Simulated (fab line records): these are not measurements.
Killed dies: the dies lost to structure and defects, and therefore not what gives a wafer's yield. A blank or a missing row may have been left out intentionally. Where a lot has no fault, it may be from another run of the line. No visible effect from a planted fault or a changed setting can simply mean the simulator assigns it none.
Which of the tools did it? + flow n5-finfet + 24 wafers from 8 lots sampled at 8 of the route's 1938 steps

WHAT EACH GAUGE READ, for each wafer
N5_BEOL_M4_RC_MEAS_101.
| lot  | measured     | on        | DIBL_N (mV/V)  | DIBL_P (mV/V)  | IOFF_N (nA/um) | IOFF_P (nA/um) | ION_N (uA/um) | ION_P (uA/um) | SS_N (mV/dec)  | SS_P (mV/dec)  | VT_N (mV)   | VT_P (mV)      |
|------|--------------|-----------|----------------|----------------|----------------|----------------|---------------|---------------|----------------|----------------|-------------|----------------|
| L993 | day 8 17:16  | prober-01 | 36.2 34.6 33.8 | 38.4 33.9 35.0 | 0.18 0.15 0.13 | 0.24 0.17 0.18 | 671 667 657   | 468 461 457   | 72.0 72.0 71.6 | 73.2 72.3 72.8 | 251 252 252 | -247 -251 -252 |
| L998 | day 10 03:54 | prober-01 | 39.1 37.8 36.3 | 39.1 36.6 35.3 | 0.18 0.16 0.14 | 0.25 0.22 0.19 | 665 665 666   | 463 460 456   | 73.1 72.4 71.7 | 74.1 73.1 72.8 | 252 255 255 | -249 -247 -252 |
| L999 | day 10 06:16 | prober-02 | 37.2 37.7 37.5 | 37.5 37.4 37.3 | 0.18 0.19 0.17 | 0.25 0.24 0.23 | 673 674 669   | 469 467 461   | 71.4 72.3 71.2 | 73.7 74.2 74.2 | 250 252 249 | -247 -247 -249 |
| L102 | day 11 03:20 | prober-02 | 41.0 37.7 39.6 | 43.1 37.0 40.5 | 0.25 0.18 0.24 | 0.32 0.21 0.28 | 676 684 684   | 464 460 470   | 73.2 72.2 73.1 | 75.0 73.8 74.4 | 247 250 241 | -244 -250 -247 |
| L106 | day 12 09:42 | prober-01 | 38.6 42.1 40.1 | 38.3 41.9 38.9 | 0.18 0.27 0.22 | 0.26 0.32 0.26 | 678 703 697   | 468 473 474   | 72.4 73.1 73.2 | 74.2 75.1 74.1 | 246 244 247 | -246 -243 -249 |
| L107 | day 12 11:52 | prober-01 | 37.7 32.6 38.4 | 40.0 33.0 40.1 | 0.19 0.11 0.21 | 0.29 0.19 0.32 | 687 666 680   | 478 473 476   | 71.9 70.6 71.7 | 74.0 71.4 73.3 | 248 254 246 | -243 -249 -243 |
| L112 | day 13 12:23 | prober-02 | 38.9 36.0 34.5 | 38.9 36.7 36.0 | 0.22 0.15 0.13 | 0.25 0.21 0.20 | 682 675 664   | 458 466 462   | 72.6 71.9 71.6 | 73.9 72.7 73.4 | 248 249 253 | -249 -248 -250 |
| L113 | day 13 19:59 | prober-02 | 41.6 37.2 38.0 | 42.9 36.3 37.6 | 0.28 0.17 0.17 | 0.37 0.24 0.23 | 705 670 670   | 480 462 462   | 72.5 71.4 72.1 | 75.0 73.9 73.2 | 243 249 251 | -242 -245 -251 |

N5_BEOL_M9_OCD_MEAS_38.
| lot  | measured     | on     | trench-depth-nm (nm) |
|------|--------------|--------|----------------------|
| L993 | day 10 13:32 | ocd-02 | 150 148 155          |
| L998 | day 11 20:36 | ocd-01 | 149 155 148          |
| L999 | day 11 18:17 | ocd-01 | 150 151 151          |
| L102 | day 12 20:24 | ocd-01 | 147 154 145          |
| L106 | day 14 07:47 | ocd-01 | 151 155 146          |
| L107 | day 14 09:42 | ocd-01 | 149 156 157          |
| L112 | day 15 06:19 | ocd-01 | 154 145 157          |
| L113 | day 15 09:37 | ocd-01 | 151 149 159          |

N5_BEOL_M9_THK_MEAS_53: measures by xrf.
| lot  | measured     | on            | M9_THK (nm) |
|------|--------------|---------------|-------------|
| L993 | day 10 18:32 | film-metro-01 | 136 133 141 |
| L998 | day 12 01:49 | film-metro-02 | 133 139 134 |
| L999 | day 11 21:44 | film-metro-02 | 133 135 136 |
| L102 | day 12 23:08 | film-metro-02 | 134 140 132 |
| L106 | day 14 10:49 | film-metro-02 | 307 309 305 |
| L107 | day 14 11:57 | film-metro-02 | 310 304 312 |
| L112 | day 15 10:22 | film-metro-01 | 138 131 143 |
| L113 | day 15 11:43 | film-metro-01 | 136 136 145 |

N5_BEOL_M9_RS_MEAS_57: the measuring method here is four-point-probe.
| lot  | measured     | on            | M9_RS (ohm/sq)    |
|------|--------------|---------------|-------------------|
| L993 | day 10 18:40 | film-metro-01 | 0.152 0.156 0.146 |
| L998 | day 12 01:58 | film-metro-01 | 0.156 0.147 0.154 |
| L999 | day 11 21:53 | film-metro-01 | 0.156 0.153 0.152 |
| L102 | day 12 23:16 | film-metro-02 | 0.155 0.148 0.157 |
| L106 | day 14 10:56 | film-metro-01 | 0.061 0.061 0.061 |
| L107 | day 14 12:05 | film-metro-01 | 0.060 0.061 0.060 |
| L112 | day 15 10:29 | film-metro-01 | 0.149 0.158 0.144 |
| L113 | day 15 11:50 | film-metro-01 | 0.152 0.153 0.141 |

N5_BEOL_M9_INSPECT_58: inspects for defects (darkfield).
| lot  | measured     | on                | raw-defect-count |
|------|--------------|-------------------|------------------|
| L993 | day 10 18:41 | defect-inspect-02 | 93 44 76         |
| L998 | day 12 01:59 | defect-inspect-02 | 51 51 68         |
| L999 | day 11 21:55 | defect-inspect-02 | 38 67 58         |
| L102 | day 12 23:17 | defect-inspect-01 | 37 40 66         |
| L106 | day 14 10:58 | defect-inspect-02 | 4308 4350 4344   |
| L107 | day 14 12:07 | defect-inspect-01 | 4401 4371 4370   |
| L112 | day 15 10:31 | defect-inspect-02 | 71 60 42         |
| L113 | day 15 11:52 | defect-inspect-02 | 68 98 121        |

TOOL THAT RAN EACH LOT (tool first, then ch and the chambers of the sampled wafers, then the start)
| lot  | N5_BEOL_M9_VIA_ETCH_34             | N5_BEOL_M9_STRIP_36                | N5_BEOL_M9_CMP_52             |
|------|------------------------------------|------------------------------------|-------------------------------|
| L993 | rie-diel-01 ch 1,2,3, day 10 13:16 | rie-diel-01 ch 1,2,3, day 10 13:19 | cmp-02 ch 1,3, day 10 18:14   |
| L998 | rie-diel-01 ch 0,3, day 11 20:19   | rie-diel-01 ch 0,3, day 11 20:23   | cmp-02 ch 1,2,3, day 12 01:38 |
| L999 | rie-diel-05 ch 0,2,3, day 11 18:00 | rie-diel-05 ch 0,2,3, day 11 18:04 | cmp-03 ch 0,1,3, day 11 21:29 |
| L102 | rie-diel-02 ch 1,2, day 12 20:07   | rie-diel-02 ch 1,2, day 12 20:11   | cmp-03 ch 1,2,3, day 12 22:55 |
| L106 | rie-diel-05 ch 0,1,3, day 14 07:31 | rie-diel-05 ch 0,1,3, day 14 07:34 | cmp-03 ch 1,2, day 14 10:31   |
| L107 | rie-diel-01 ch 0,1,3, day 14 09:25 | rie-diel-01 ch 0,1,3, day 14 09:29 | cmp-04 ch 0,1, day 14 11:40   |
| L112 | rie-diel-02 ch 1,2,3, day 15 06:02 | rie-diel-02 ch 1,2,3, day 15 06:05 | cmp-03 ch 0,1,2, day 15 10:04 |
| L113 | rie-diel-05 ch 0,1,2, day 15 09:20 | rie-diel-05 ch 0,1,2, day 15 09:24 | cmp-03 ch 0,2,3, day 15 11:29 |
- N5_BEOL_M9_VIA_ETCH_34: etches SiCOH lowk in C4F6/O2, target depth 182.4 nm, time 68.4 s.
- N5_BEOL_M9_STRIP_36: strips in N2/H2.
- N5_BEOL_M9_CMP_52: polishes, stops on SiCOH lowk, t overpolish 7 s, target thk 140 nm.

AS READ BY THE TOOLS THEMSELVES (means over the sampled wafers that have a number; for cases with no such wafer, the mark the record gives instead)
N5_BEOL_M9_VIA_ETCH_34.
| lot  | tool        | bias-w (W) | drypump-motor-current-A (A) | oes-product-au (a.u.) | rf-vpp-V (V) | showerhead-plenum-p-Torr (Torr) | throttle-valve-pct (%) |
|------|-------------|------------|-----------------------------|-----------------------|--------------|---------------------------------|------------------------|
| L993 | rie-diel-01 | 185.2      | 5.89                        | 0.79                  | 665          | 2.83                            | 20.83                  |
| L998 | rie-diel-01 | 185.3      | 5.96                        | 0.77                  | 661          | 2.78                            | 20.90                  |
| L999 | rie-diel-05 | 184.5      | 5.79                        | 0.75                  | 669          | 2.82                            | 20.86                  |
| L102 | rie-diel-02 | 184.7      | 6.41                        | 0.76                  | 653          | 2.88                            | 20.92                  |
| L106 | rie-diel-05 | 184.6      | 5.73                        | 0.72                  | 680          | 2.79                            | 20.95                  |
| L107 | rie-diel-01 | 185.0      | 6.06                        | 0.77                  | 664          | 2.81                            | 20.82                  |
| L112 | rie-diel-02 | 184.6      | 6.25                        | 0.82                  | 649          | 2.90                            | 21.00                  |
| L113 | rie-diel-05 | 185.2      | 5.60                        | 0.76                  | 662          | 2.75                            | 20.93                  |

N5_BEOL_M9_STRIP_36.
| lot  | tool        | bias-power-w (W) | drypump-motor-current-A (A) | oes-product-au (a.u.) | power-w (W) | rf-vpp-V (V) | showerhead-plenum-p-Torr (Torr) | throttle-valve-pct (%) |
|------|-------------|------------------|-----------------------------|-----------------------|-------------|--------------|---------------------------------|------------------------|
| L993 | rie-diel-01 | 7.013            | 5.90                        | 0.79                  | 450.0       | 59.1         | 2.51                            | 23.52                  |
| L998 | rie-diel-01 | 7.038            | 5.97                        | 0.78                  | 449.5       | 60.5         | 2.47                            | 23.59                  |
| L999 | rie-diel-05 | 7.008            | 5.80                        | 0.78                  | 450.0       | 59.2         | 2.53                            | 23.82                  |
| L102 | rie-diel-02 | 6.987            | 6.40                        | 0.77                  | 448.1       | 59.5         | 2.59                            | 23.87                  |
| L106 | rie-diel-05 | 7.005            | 5.73                        | 0.73                  | 450.6       | 59.9         | 2.52                            | 23.99                  |
| L107 | rie-diel-01 | 6.998            | 6.09                        | 0.77                  | 450.9       | 58.2         | 2.51                            | 23.53                  |
| L112 | rie-diel-02 | 7.010            | 6.26                        | 0.82                  | 450.1       | 58.3         | 2.60                            | 23.81                  |
| L113 | rie-diel-05 | 7.009            | 5.58                        | 0.75                  | 450.5       | 60.2         | 2.47                            | 24.04                  |

N5_BEOL_M9_CMP_52.
| lot  | tool   | barrier-field-endpoint-s (s) | clearing-platen-down-force-psi (psi) | motor-current-A (A) | overpolish-run-s (s) | time-to-endpoint-s (s) |
|------|--------|------------------------------|--------------------------------------|---------------------|----------------------|------------------------|
| L993 | cmp-02 | 28.7                         | 1.5022                               | 5.7                 | 6.997                | 65                     |
| L998 | cmp-02 | 28.2                         | 1.5013                               | 5.7                 | 6.993                | 67                     |
| L999 | cmp-03 | 28.3                         | 1.4982                               | 5.8                 | 6.999                | 61                     |
| L102 | cmp-03 | 28.3                         | 1.4977                               | 6.1                 | 6.996                | 65                     |
| L106 | cmp-03 | -                            | -                                    | -                   | -                    | -                      |
| L107 | cmp-04 | -                            | -                                    | -                   | -                    | -                      |
| L112 | cmp-03 | 29.0                         | 1.5043                               | 5.8                 | 7.004                | 66                     |
| L113 | cmp-03 | 28.5                         | 1.5018                               | 5.7                 | 7.004                | 65                     |

THE ANSWER, worked out from the rows above alone
Rule: what is usual is taken from the lots themselves. The widest of any qualifying gaps counts: lots, ordered by their means at a reading, are off when they make up no more than a third of the lots, leave a main group of 4 or more, and stand apart from it by 3 or more times the standard deviation of that group's means. A main group is skipped when, at the precision printed for the reading in the tables above, its means are all equal. A lot without any number at a reading at which 4 lots or more have one is off too. Any other lot the step has rows for is counted as sound. The gauges are gone through in route order, then the tools' own readings, and for those a lot's mean is taken as printed above. The first step at which some lot is off is used, and at that step the reading that is off furthest; a lot without a number counts as furthest.
Off: L106, L107, at N5_BEOL_M9_THK_MEAS_53 (M9_THK). For the main group the mean is 136 nm and the standard deviation 1.5.
A tool fits if, at a process step before that reading, it ran every lot that is off, and no sound lot after the first of them. Not tried: the gauges at N5_BEOL_M9_THK_MEAS_53; whatever is off there is also off at N5_BEOL_M9_RS_MEAS_57, on other tools, and gauge error can't account for it. No candidate that was tried fits.

WHAT HAD BEEN PUT IN BY THE SIMULATOR
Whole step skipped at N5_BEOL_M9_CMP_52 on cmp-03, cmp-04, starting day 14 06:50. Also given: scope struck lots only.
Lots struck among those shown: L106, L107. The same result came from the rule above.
